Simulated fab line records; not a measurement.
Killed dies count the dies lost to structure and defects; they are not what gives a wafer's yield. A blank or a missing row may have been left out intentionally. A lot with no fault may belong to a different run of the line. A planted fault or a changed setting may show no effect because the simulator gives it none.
Chamber matching ; flow nand_harc ; NHARC_A_STAIRCASE_TRIM_200 on rie_diel-05 has 4 sister chambers
The step chemistry O2, time 211.2 s. 4 wafers are shown with their chamber, then 7 later ones without.

== EACH WAFER AND ITS CHAMBER ==
wafer;chamber;showerhead_plenum_p_Torr (Torr)
L362.5;0;3.31
L370.1;2;3.49
L371.1;1;3.62
L371.4;3;3.69

== WAFERS WITH NO CHAMBER GIVEN ==
wafer;showerhead_plenum_p_Torr (Torr)
L371.5;3.62
L372.1;3.68
L372.4;3.30
L372.6;3.30
L374.3;3.68
L374.4;3.48
L374.5;3.68

== WHICH CHAMBER EACH WENT THROUGH ==
wafer;from the rows above;in truth
L371.5;1;1
L372.1;3;3
L372.4;0;0
L372.6;0;0
L374.3;3;3
L374.4;2;2
L374.5;3;3
Correctly placed: 7 of 7. Not placeable from these rows: 0. Wrongly placed: 0.
How it was worked out, from the rows above alone: a wafer's distance from a chamber is the root of the sum, over the readings, of the square of ((its reading less the chamber's mean) divided by the reading's scatter). If the next closest chamber is less than 2 further off than the closest, the wafer can't be placed; otherwise it belongs to the closest. The mean given for a chamber averages the wafers shown for that chamber. The scatter (one wafer shown for each chamber): square how far every hidden wafer sits from the nearest shown wafer, average those squares and take the square root.
